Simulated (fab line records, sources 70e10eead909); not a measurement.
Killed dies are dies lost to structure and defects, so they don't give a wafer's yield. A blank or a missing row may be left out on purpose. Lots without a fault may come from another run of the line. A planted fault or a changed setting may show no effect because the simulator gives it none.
fab line records | flow nand_harc
record lots=7 wafers=21 last_day=33
route steps=1302 shown P_GATE@127 END@1302
lots that met no fault: from a run of the same line without faults
start_h: hours from the record's first day to the start of the lot's first wafer shown | wait_h: hours since the lot's step before | " the same as in the row above | L1.1+2: a row that stands for several wafers | - no value, or no start given | * or withheld: withheld | < > ~ a bound
route shown NAME@n: a module of which the file shows steps, and the number in the route of the first | usual: mean/standard deviation of fault-free wafers | same: alike in all rows | chamber/n: place in a boat | sites: the reading at each site | _std_site: their standard deviation | _edge_site: outer sites' mean less inner sites' | radius_mm: how far each site lies from the wafer's centre | mask NAME#n: copy n | behind: the tool/chamber that last shaped the wafer | hold: why the lot was held/for how many hours/how that ended | device: the transistor (n, p or np) that didn't switch | end of line: the same wafers' tests at the end of the route | a step without rows: its recipe alone | killed: dies lost to structure and defects at the first sort, not the wafer's yield | map: a wafer's dies, x killed, . not, _ none there
set.NAME: the setting as run; set.NAME@STEP: as run at that earlier step | model.NAME: the simulator's own value behind a step, which no gauge read
lots at some steps of the route; a table a step, a row a wafer
services: from which hour (start_h, from the record's first day; less than 0 if before it) a tool's chamber was out of use, for how many hours, and why
## steps
# step NHARC_P_GATE_PRECLEAN_71
# recipe time_s=* temp_c=50 bath_age_min=0 chemistry=SC1
# step NHARC_P_GATE_SRD_72
# step NHARC_P_GATE_OXIDE_16
# recipe target_thk_a=30 temp_c=875 ox_time_s=392 material=SiO2
# step NHARC_P_GATE_CVD_17
# recipe target_thk_a=1500 temp_c=620 time_s=900 material=poly-Si
# step NHARC_P_GATE_HM_DEP_102
# recipe target_thk_a=1200 temp_c=400 material=aC
# usual throttle_valve_pct=35.000/0.0095
# columns lot.wafer tool chamber start_h wait_h throttle_valve_pct
L386.1 acl_dep-03 0 132.02 0.5 35.000
L386.4 " 0 " " 34.992
L386.5 " 0 " " 35.002
L391.1 acl_dep-02 0 186.82 0.9 35.010
L391.3 " 0 " " 35.011
L391.5 " 0 " " 34.999
L395.1 acl_dep-02 0 226.14 0.5 35.000
L395.5 " 0 " " 35.007
L395.6 " 0 " " 35.004
L397.1 acl_dep-03 0 245.13 3.8 35.006
L397.2 " 0 " " 34.991
L397.3 " 0 " " 34.993
L398.2 acl_dep-01 0 262.03 0.6 35.007
L398.3 " 0 " " 35.010
L398.5 " 0 " " 34.997
L403.1 acl_dep-01 0 314.73 6.2 34.992
L403.2 " 0 " " 34.995
L403.4 " 0 " " 34.983
L404.1 acl_dep-02 0 319.69 4.9 34.977
L404.4 " 0 " " 35.008
L404.5 " 0 " " 35.003
# step NHARC_P_GATE_DEP_103
# recipe target_thk_a=300 target_thk_nm=30 temp_c=400 flow_sccm=200 rf_w=350 material=SiON
# usual heater_power_w=732/88
# columns lot.wafer tool chamber start_h wait_h heater_power_w
L386.1 pecvd-04 1 132.71 0.6 785
L386.5 " 0 " " 771
L386.4 " 2 " " 878
L391.3 pecvd-02 0 187.51 0.4 842
L391.1 " 1 " " 756
L391.5 " 1 " " 774
L395.1 pecvd-01 2 226.83 0.6 701
L395.5 " 2 " " 694
L395.6 " 0 " " 786
L397.1 pecvd-01 2 245.79 0.6 737
L397.3 " 0 " " 691
L397.2 " 1 " " 583
L398.2 pecvd-04 0 262.58 0.4 759
L398.3 " 1 " " 874
L398.5 " 0 " " 758
L403.1 pecvd-04 2 315.39 0.6 761
L403.2 " 0 " " 724
L403.4 " 2 " " 755
L404.1 pecvd-02 2 320.39 0.6 654
L404.4 " 1 " " 652
L404.5 " 0 " " 742
# step NHARC_P_GATE_DEHYDRATE_18
# recipe temp_c=150 time_s=120
# step NHARC_P_GATE_HMDS_19
# recipe time_s=30
# step NHARC_P_GATE_COAT_20
# recipe spin_rpm=1500 resist_thk_nm=90
# step NHARC_P_GATE_SOFTBAKE_21
# recipe temp_c=105 time_s=55
# step NHARC_P_GATE_EBR_22
# step NHARC_P_GATE_EXPOSE_23
# recipe na=1.35 target_cd_nm=120 dose_mj=93.91 mask_id=P_GATE
# step NHARC_P_GATE_PEB_24
# recipe peb_temp_c=100 peb_time_s=65
# columns lot.wafer tool chamber start_h wait_h
L386.1+4+5 litho_track-01 0 133.16 0.1
L391.1+3+5 litho_track-01 0 187.96 0.1
L395.1+5+6 litho_track-01 0 227.43 0.1
L397.1+2+3 litho_track-01 0 246.40 0.1
L398.2+3+5 litho_track-01 0 263.21 0.1
L403.1+2+4 litho_track-01 0 315.99 0.1
L404.1+4+5 litho_track-04 0 320.96 0.1
# step NHARC_P_GATE_DEVELOP_25
# recipe develop_time_s=35 dev_temp_c=23
# step NHARC_P_GATE_CD_MEAS_26
# recipe target_cd_nm=120 landing_energy_ev=500
# usual cd_nm=120.1/0.55
# same landing_energy_ev=500
# columns lot.wafer tool chamber start_h wait_h cd_nm
L386.1 cd_sem-01 0 133.24 - 120.2
L386.4 " 0 " " 119.3
L386.5 " 0 " " 120.1
L391.1 cd_sem-02 0 188.04 - 118.7
L391.3 " 0 " " 119.3
L391.5 " 0 " " 118.6
L395.1 cd_sem-02 0 227.51 - 117.7
L395.5 " 0 " " 117.6
L395.6 " 0 " " 117.4
L397.1 cd_sem-01 0 246.48 - 117.3
L397.2 " 0 " " 117.0
L397.3 " 0 " " 117.1
L398.2 cd_sem-03 0 263.29 - 117.0
L398.3 " 0 " " 116.8
L398.5 " 0 " " 116.6
L403.1 cd_sem-01 0 316.07 - 119.1
L403.2 " 0 " " 119.0
L403.4 " 0 " " 118.7
L404.1 cd_sem-03 0 321.04 - 120.3
L404.4 " 0 " " 119.9
L404.5 " 0 " " 120.6
# step NHARC_P_GATE_OVL_MEAS_27
# usual overlay_x_nm=0.2/0.86 overlay_y_nm=-0.3/0.82
# columns lot.wafer tool chamber start_h wait_h overlay_x_nm overlay_y_nm
L386.1 overlay-02 - 133.32 - -0.4 -1.1
L386.4 " - " " -1.0 -1.5
L386.5 " - " " -0.8 -1.6
L391.1 overlay-01 - 188.12 - 0.9 0.1
L391.3 " - " " 1.2 -0.2
L391.5 " - " " 1.2 0.2
L395.1 overlay-02 - 227.60 - 0.8 -0.7
L395.5 " - " " 0.5 -0.5
L395.6 " - " " 0.7 0.3
L397.1 overlay-02 - 246.56 - -0.6 0.3
L397.2 " - " " -1.1 0.1
L397.3 " - " " -1.4 0.0
L398.2 overlay-01 - 263.38 - 0.9 -0.8
L398.3 " - " " -0.2 -0.4
L398.5 " - " " 1.1 -0.7
L403.1 overlay-01 - 316.16 - -0.9 -1.3
L403.2 " - " " -0.7 -1.0
L403.4 " - " " -0.9 -0.9
L404.1 overlay-01 - 321.12 - 1.5 -0.4
L404.4 " - " " 1.7 -0.7
L404.5 " - " " 1.6 -1.5
# step NHARC_P_GATE_INSPECT_28
# usual raw_defect_count=6/3.1
# columns lot.wafer tool chamber start_h wait_h raw_defect_count
L386.1 defect_inspect-01 - 133.36 0.0 8
L386.4 " - " " 5
L386.5 " - " " 4
L391.1 defect_inspect-02 - 188.16 0.0 10
L391.3 " - " " 7
L391.5 " - " " 4
L395.1 defect_inspect-02 - 227.64 0.0 6
L395.5 " - " " 5
L395.6 " - " " 2
L397.1 defect_inspect-01 - 246.60 0.0 8
L397.2 " - " " 8
L397.3 " - " " 8
L398.2 defect_inspect-01 - 263.42 0.0 9
L398.3 " - " " 10
L398.5 " - " " 7
L403.1 defect_inspect-02 - 316.19 0.0 6
L403.2 " - " " 8
L403.4 " - " " 2
L404.1 defect_inspect-02 - 321.16 0.0 7
L404.4 " - " " 4
L404.5 " - " " 5
# step NHARC_P_GATE_DESCUM_31
# recipe time_s=3 o2_flow_sccm=200 ar_flow_sccm=0 bias_power_w=0 chemistry=O2
# usual drypump_motor_current_A=5.7/0.4 oes_product_au=1.001/0.0076 rf_vpp_V=57.8/0.98 showerhead_plenum_p_Torr=1.89/0.1 throttle_valve_pct=11.311/0.0097
# columns lot.wafer tool chamber start_h wait_h drypump_motor_current_A oes_product_au rf_hours_counter_h rf_vpp_V showerhead_plenum_p_Torr throttle_valve_pct model.P_GATE.cd_nm
L386.1 rie_diel-03 3 133.42 0.1 5.3 0.991 0.6 57.7 1.86 11.305 120.2
L386.4 " 1 " " 6.5 0.993 0.5 58.1 1.84 11.305 119.2
L386.5 " 3 " " 5.3 0.992 - 57.8 1.86 11.316 120
L391.3 rie_diel-03 2 188.22 0.1 5.6 0.996 4.2 57.2 1.80 11.300 119.7
L391.1 " 1 " " 6.5 1.001 3.7 57.2 1.84 11.302 118.1
L391.5 " 2 " " 5.6 1.002 - 56.7 1.80 11.305 119.3
L395.1 rie_diel-03 1 227.72 0.1 6.4 1.003 6.7 58.8 1.84 11.308 117.7
L395.5 " 3 " " 5.3 1.016 - 58.0 1.86 11.319 117.6
L395.6 " 0 " " 6.3 1.006 - 57.4 1.80 11.325 117.2
L397.1 rie_diel-06 1 246.66 0.1 5.8 1.006 8.0 57.4 2.05 11.317 117.4
L397.3 " 2 " " 5.1 0.993 7.4 57.7 1.80 11.309 116.9
L397.2 " 3 " " 6.0 0.993 6.1 58.1 1.96 11.290 117.2
L398.3 rie_diel-03 3 263.48 0.1 5.3 0.996 9.4 59.0 1.86 11.305 116.9
L398.2 " 1 " " 6.4 1.002 8.3 57.9 1.84 11.308 117
L398.5 " 3 " " 5.3 0.989 - 58.8 1.86 11.308 117
L403.1 rie_diel-05 0 316.25 0.1 5.1 1.010 3.5 58.1 2.03 11.299 119.3
L403.2 " 1 " " 5.4 0.999 3.6 56.9 1.93 11.305 119.2
L403.4 " 2 " " 5.8 1.001 3.3 59.5 2.03 11.317 118.6
L404.1 rie_diel-06 0 321.22 0.1 5.5 1.010 0.6 57.2 1.79 11.313 121.1
L404.4 " 1 " " 5.8 0.999 0.7 58.1 2.05 11.318 119.5
L404.5 " 1 " " 5.8 1.014 - 58.4 2.05 11.307 120.6
# step NHARC_P_GATE_ETCH_104
# recipe target_depth_a=600 time_s=withheld cf4_flow_sccm=100 chf3_flow_sccm=30 ar_flow_sccm=0 rf_w=500 bias_w=200 chemistry=CF4/CHF3
# step NHARC_P_GATE_HM_OPEN_105
# recipe target_depth_a=3600 o2_flow_sccm=400 cos_flow_sccm=20 ar_flow_sccm=0 rf_w=500 bias_w=300 chemistry=O2/COS
# usual drypump_motor_current_A=5.7/0.39 oes_product_au=1.000/0.0073 rf_vpp_V=466/3.4 showerhead_plenum_p_Torr=3.09/0.16 throttle_valve_pct=28.331/0.0092
# columns lot.wafer tool chamber start_h wait_h drypump_motor_current_A oes_product_au rf_hours_counter_h rf_vpp_V showerhead_plenum_p_Torr throttle_valve_pct
L386.4 rie_diel-03 3 - - 5.3 1.006 0.7 464 3.05 28.325
L386.1 " 2 " " 5.6 1.004 0.5 463 2.96 28.328
L386.5 " 0 " " 6.4 1.006 - 465 2.95 28.316
L391.1 rie_diel-03 0 - - 6.4 0.999 4.4 465 2.95 28.344
L391.3 " 2 " " 5.6 1.001 4.2 463 2.95 28.330
L391.5 " 0 " " 6.3 1.005 - 464 2.95 28.333
L395.1 rie_diel-03 2 - - 5.6 0.995 7.4 464 2.95 28.319
L395.6 " 1 " " 6.4 0.999 - 464 3.01 28.331
L395.5 " 2 " " 5.6 0.997 - 464 2.95 28.321
L397.2 rie_diel-06 3 - - 6.0 0.990 6.1 470 3.20 28.336
L397.3 " 0 " " 5.5 1.004 6.4 463 2.94 28.334
L397.1 " 1 " " 5.8 1.003 8.0 472 3.34 28.347
L398.3 rie_diel-03 1 - - 6.4 0.995 8.4 466 3.01 28.318
L398.2 " 2 " " 5.6 1.007 9.4 463 2.95 28.334
L398.5 " 0 " " 6.3 0.998 - 462 2.95 28.329
L403.2 rie_diel-05 1 - - 5.5 1.008 3.7 467 3.15 28.341
L403.4 " 2 " " 5.8 0.998 3.3 470 3.30 28.326
L403.1 " 0 " " 5.1 1.003 3.5 470 3.30 28.328
L404.4 rie_diel-06 1 - - 5.8 0.992 0.7 471 3.33 28.330
L404.1 " 2 " " 5.1 0.990 0.5 463 2.94 28.330
L404.5 " 1 " " 5.8 0.992 - 471 3.33 28.335
# step NHARC_P_GATE_STRIP_106
# recipe o2_flow_sccm=400 cos_flow_sccm=20 ar_flow_sccm=0 bias_w=0 chemistry=O2/COS
# step NHARC_P_GATE_ETCH_114
# recipe target_depth_a=300 overetch_a=30 time_s=16.5 ion_energy_ev=100 cf4_flow_sccm=80 o2_flow_sccm=20 ar_flow_sccm=0 rf_w=300 bias_w=100 chemistry=CF4/O2
# usual drypump_motor_current_A=5.7/0.4 oes_o_777_au=1.000/0.0045 oes_product_au=1.001/0.0062 rf_vpp_V=197.6/1.6 showerhead_plenum_p_Torr=1.32/0.071 throttle_valve_pct=13.398/0.0087
# columns lot.wafer tool chamber start_h wait_h drypump_motor_current_A oes_o_777_au oes_product_au rf_hours_counter_h rf_vpp_V showerhead_plenum_p_Torr throttle_valve_pct
L386.1 rie_diel-03 3 - - 5.3 0.993 1.001 0.7 197.4 1.30 13.390
L386.4 " 1 " " 6.4 1.008 1.002 0.5 197.3 1.29 13.391
L386.5 " 2 " " 5.6 0.994 1.003 - 197.9 1.26 13.394
L391.3 rie_diel-03 0 - - 6.3 1.000 1.004 4.5 197.2 1.26 13.405
L391.1 " 2 " " 5.6 0.997 1.010 4.2 196.9 1.26 13.393
L391.5 " 0 " " 6.3 1.004 0.989 - 197.7 1.26 13.389
L395.1 rie_diel-03 2 - - 5.6 1.000 1.007 7.5 196.3 1.26 13.397
L395.6 " 2 " " 5.6 1.002 1.004 - 195.6 1.26 13.400
L395.5 " 3 " " 5.3 0.995 0.993 - 198.4 1.30 13.402
L397.1 rie_diel-06 0 - - 5.6 1.002 1.008 6.5 196.3 1.25 13.397
L397.2 " 2 " " 5.1 0.993 0.999 7.5 196.0 1.25 13.399
L397.3 " 3 " " 6.0 1.009 0.987 6.1 197.4 1.37 13.393
L398.3 rie_diel-03 2 - - 5.6 0.992 1.008 9.5 196.1 1.26 13.417
L398.2 " 0 " " 6.3 1.001 1.002 9.1 196.0 1.26 13.391
L398.5 " 2 " " 5.6 0.995 1.006 - 195.3 1.26 13.396
L403.2 rie_diel-05 3 - - 5.9 1.002 0.994 3.2 196.4 1.24 13.396
L403.1 " 0 " " 5.1 0.999 1.003 3.5 199.7 1.42 13.402
L403.4 " 2 " " 5.8 0.999 1.010 3.4 199.4 1.41 13.391
L404.1 rie_diel-06 1 - - 5.8 1.006 1.000 0.8 199.4 1.43 13.391
L404.4 " 3 " " 6.0 1.003 1.000 0.5 199.6 1.37 13.404
L404.5 " 0 " " 5.6 1.004 1.004 - 196.6 1.25 13.415
# step NHARC_P_GATE_ETCH_32
# recipe target_depth_a=1500 over_etch_frac=1 over_etch_ion_energy_ev=40 time_s=100.1 hbr_flow_sccm=150 cl2_flow_sccm=50 rf_w=400 icp_w=400 bias_w=100 chemistry=HBr/Cl2
# usual drypump_motor_current_A=5.8/0.44 oes_product_au=1.000/0.0072 throttle_valve_pct=26.407/0.009
# columns lot.wafer tool chamber start_h wait_h drypump_motor_current_A oes_product_au rf_hours_counter_h throttle_valve_pct model.P_GATE.cd_nm
L386.4 rie_si-02 1 133.93 - 5.9 0.983 0.12 26.417 118.3
L386.1 " 3 " " 5.0 0.989 0.11 26.418 122.5
L386.5 " 2 " " 5.4 0.989 - 26.414 119.9
L391.3 rie_si-02 1 188.71 - 5.8 0.993 0.53 26.400 120.4
L391.1 " 2 " " 5.4 0.996 0.49 26.412 118.5
L391.5 " 0 " " 5.4 1.013 - 26.412 117.5
L395.1 rie_si-06 3 228.19 - 6.4 1.004 0.95 26.386 119.2
L395.5 " 1 " " 6.7 0.994 - 26.399 117
L395.6 " 2 " " 6.1 1.007 - 26.418 115.6
L397.1 rie_si-02 3 247.12 - 5.0 0.991 0.73 26.410 119.1
L397.3 " 0 " " 5.3 0.999 0.72 26.404 118
L397.2 " 1 " " 5.9 0.986 0.85 26.417 120.7
L398.3 rie_si-02 1 263.94 - 5.9 0.989 0.95 26.413 115.8
L398.2 " 3 " " 5.0 0.999 0.88 26.418 115.6
L398.5 " 1 " " 5.9 0.987 - 26.421 117.6
L403.1 rie_si-06 2 316.72 - 6.1 0.999 0.34 26.411 119
L403.2 " 3 " " 6.4 1.014 0.34 26.413 121.6
L403.4 " 1 " " 6.6 0.996 0.43 26.402 119.4
L404.1 rie_si-02 1 321.68 - 5.9 0.994 0.15 26.415 120.3
L404.4 " 0 " " 5.4 1.000 0.24 26.411 117.4
L404.5 " 1 " " 5.9 0.999 - 26.404 117.9
# step NHARC_P_GATE_STRIP_108
# recipe o2_flow_sccm=500 ar_flow_sccm=0 bias_w=0 chemistry=O2
# usual drypump_motor_current_A=5.7/0.4 oes_product_au=1.001/0.0086 rf_vpp_V=57.7/0.89 showerhead_plenum_p_Torr=3.51/0.17 throttle_valve_pct=17.037/0.0099
# columns lot.wafer tool chamber start_h wait_h drypump_motor_current_A oes_product_au rf_hours_counter_h rf_vpp_V showerhead_plenum_p_Torr throttle_valve_pct
L386.1 rie_diel-05 2 134.09 - 5.8 0.988 3 58.6 3.73 17.044
L386.4 " 0 " " 5.1 1.000 3 57.8 3.73 17.054
L386.5 " 2 " " 5.8 0.985 - 58.8 3.73 17.038
L391.3 rie_diel-06 1 188.84 - 5.8 1.004 3 58.1 3.77 17.044
L391.1 " 3 " " 6.0 0.998 3 57.8 3.61 17.020
L391.5 " 1 " " 5.8 0.998 - 57.9 3.77 17.033
L395.1 rie_diel-05 2 228.34 - 5.8 0.981 5 58.7 3.73 17.039
L395.6 " 1 " " 5.4 1.001 - 58.6 3.56 17.041
L395.5 " 2 " " 5.8 0.993 - 57.7 3.73 17.021
L397.2 rie_diel-03 3 247.30 - 5.3 1.010 9 58.8 3.44 17.039
L397.1 " 0 " " 6.4 1.010 9 55.7 3.34 17.039
L397.3 " 1 " " 6.5 1.000 8 57.3 3.41 17.051
L398.2 rie_diel-06 2 264.10 - 5.1 1.004 8 56.8 3.32 17.017
L398.3 " 0 " " 5.6 1.005 7 56.7 3.32 17.039
L398.5 " 2 " " 5.1 1.010 - 57.4 3.32 17.046
L403.2 rie_diel-06 0 316.88 - 5.5 1.000 0 57.7 3.32 17.045
L403.4 " 1 " " 5.8 0.999 0 58.6 3.76 17.037
L403.1 " 2 " " 5.2 1.013 0 56.2 3.32 17.031
L404.1 rie_diel-05 0 321.86 - 5.1 0.993 4 57.4 3.73 17.044
L404.4 " 2 " " 5.8 0.990 3 56.8 3.73 17.055
L404.5 " 0 " " 5.1 0.994 - 59.1 3.73 17.030
# step NHARC_END_SORT_01
# recipe temp_c=25
# usual killed_at_array=52/20 killed_at_other=1.0/1.3 killed_at_periphery=3.7/2.2 killed_dies=57/20 killed_open=3.2/1.6 killed_short=2.4/1.6
# same gross_dies=677
# columns lot.wafer tool chamber start_h wait_h killed_at_array killed_at_other killed_at_periphery killed_dies killed_open killed_short
L386.1 prober-01 0 616.00 2.5 20 0 2 22 1 3
L386.4 prober-01 0 618.40 3.4 30 1 3 34 2 0
L386.5 prober-01 0 619.20 3.7 25 1 3 29 1 4
L397.1 prober-01 0 719.14 2.5 69 2 2 73 1 2
L397.2 prober-01 0 719.94 2.8 62 3 0 65 4 5
L397.3 prober-01 0 720.74 3.1 67 2 4 73 4 3
L398.2 prober-02 0 720.28 2.8 51 1 6 58 6 3
L398.3 prober-02 0 721.08 3.1 44 0 7 51 5 4
L398.5 prober-02 0 722.68 3.7 44 0 4 48 4 0
# killed by level:class
L386.1 A_CHANNEL_HOLE_D2:chamber_film_flake=9 A_CONTACT:chamber_film_flake=4 A_CHANNEL_HOLE_D1:chamber_film_flake=2 P_CONTACT:geometric_particle:open=1 A_ONON_D1:geometric_particle:short=1 A_ONON_D2:geometric_particle:short=1 A_M0:geometric_particle:short=1 P_GATE:chamber_film_flake=1
L386.4 A_CHANNEL_HOLE_D2:chamber_film_flake=13 A_STAIRCASE:chamber_film_flake=4 P_GATE:chamber_film_flake=3 A_CHANNEL_HOLE_D1:chamber_film_flake=3 A_BLC:chamber_film_flake=3 A_CONTACT:chamber_film_flake=2 A_ONON_D2:geometric_particle:open=1 A_CONTACT:geometric_particle:open=1
L386.5 A_CHANNEL_HOLE_D2:chamber_film_flake=8 A_CONTACT:chamber_film_flake=5 P_M0:geometric_particle:short=2 A_CHANNEL_HOLE_D1:chamber_film_flake=2 A_CHANNEL_FILL_D2:chamber_film_flake=2 A_STAIRCASE:chamber_film_flake=2 A_SLIT:chamber_film_flake=2 A_CHANNEL_FILL_D1:geometric_particle:short=1
L397.1 A_CHANNEL_HOLE_D1:chamber_film_flake=26 A_CHANNEL_HOLE_D2:chamber_film_flake=20 A_CONTACT:chamber_film_flake=9 A_STAIRCASE:chamber_film_flake=4 A_SLIT:chamber_film_flake=4 P_STI:chamber_film_flake=2 A_ONON_D1:geometric_particle:short=1 A_M0:geometric_particle:open=1
L397.2 A_CHANNEL_HOLE_D1:chamber_film_flake=20 A_CHANNEL_HOLE_D2:chamber_film_flake=15 A_CONTACT:chamber_film_flake=10 A_SLIT:chamber_film_flake=6 A_CHANNEL_FILL_D1:geometric_particle:short=2 A_DECK1_JOINT:geometric_particle:open=2 A_STAIRCASE:chamber_film_flake=2 THIN_TSV:chamber_film_flake=2
L398.2 A_CHANNEL_HOLE_D2:chamber_film_flake=18 A_CHANNEL_HOLE_D1:chamber_film_flake=13 A_CONTACT:chamber_film_flake=5 P_STI:chamber_film_flake=3 A_SLIT:chamber_film_flake=3 P_M0:geometric_particle:short=1 A_CHANNEL_FILL_D1:geometric_particle:open=1 A_DECK1_JOINT:geometric_particle:open=1
L397.3 A_CHANNEL_HOLE_D1:chamber_film_flake=27 A_CHANNEL_HOLE_D2:chamber_film_flake=18 A_CONTACT:chamber_film_flake=12 A_STAIRCASE:chamber_film_flake=4 P_M0:geometric_particle:open=2 A_ONON_D2:geometric_particle:short=2 THIN_TSV:chamber_film_flake=2 P_CONTACT:geometric_particle:short=1
L398.3 A_CHANNEL_HOLE_D2:chamber_film_flake=22 A_SLIT:chamber_film_flake=5 A_CHANNEL_HOLE_D1:chamber_film_flake=4 A_M0:geometric_particle:open=2 P_M2:chamber_film_flake=2 A_DECK1_JOINT:chamber_film_flake=2 A_CONTACT:chamber_film_flake=2 P_M0:geometric_particle:short=1
L398.5 A_CHANNEL_HOLE_D2:chamber_film_flake=18 A_CHANNEL_HOLE_D1:chamber_film_flake=8 A_CONTACT:chamber_film_flake=5 A_SLIT:chamber_film_flake=3 A_CHANNEL_FILL_D1:chamber_film_flake=3 A_M0:geometric_particle:open=2 A_DECK1_JOINT:chamber_film_flake=2 A_STAIRCASE:chamber_film_flake=2
## services
# columns tool chamber start_h hours kind
rie_diel-06 0 111.05 8.2 repair
acl_dep-03 - 119.02 13.0 pm
rie_diel-06 - 130.26 9.0 pm
pecvd-01 - 130.37 13.0 pm
rie_diel-03 1 140.79 2.9 repair
rie_si-06 1 148.34 28.3 repair
rie_diel-05 3 151.35 6.1 repair
litho_track-01 - 155.00 7.0 pm
rie_diel-05 - 162.54 1.3 repair
rie_si-06 3 163.72 2.4 repair
rie_diel-05 - 164.60 11.1 repair
rie_diel-06 0 183.10 6.7 repair
rie_si-06 3 183.26 7.6 repair
acl_dep-01 - 191.43 13.0 pm
pecvd-02 - 218.20 0.9 repair
pecvd-04 0 228.27 3.9 repair
rie_diel-05 - 229.60 9.0 pm
acl_dep-02 - 245.41 13.0 pm
rie_diel-06 2 250.17 1.4 repair
pecvd-04 - 269.51 13.0 pm
rie_si-02 - 277.00 9.0 pm
rie_diel-03 - 281.30 9.0 pm
pecvd-04 - 294.63 0.5 repair
rie_diel-06 - 307.26 9.0 pm
## key
first_sign step=NHARC_P_GATE_CD_MEAS_26 reading=cd_nm direction=down sigmas=5.2 usual=120.1 struck=117.2
effect none on later readings
model_effect step=NHARC_P_GATE_DESCUM_31 value=P_GATE.cd_nm without=120.3 struck=117.2
model_effect step=NHARC_P_GATE_ETCH_32 value=P_GATE.cd_nm without=120.7 struck=117.6
met_at NHARC_P_GATE_PEB_24
struck_wafers L395.1,L395.5,L395.6,L397.1,L397.2,L397.3,L398.2,L398.3,L398.5
tester_left_out L395,L397,L398
onset_between 187.96 227.43
fault kind=process_parameter_drift tool=litho_track-01 chamber=- onset_h=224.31 steps=NHARC_P_GATE_PEB_24 channel=peb_time_s offset=* shape=step end_h=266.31 acts_in=* stated=*
# tester_left_out: of these lots the tester's yield and bins aren't shown, on N5 and GAA mostly nor the transistor test; their killed dies are dies lost to structure and defects alone, not to doping, threshold or leakage, so they don't give the yield
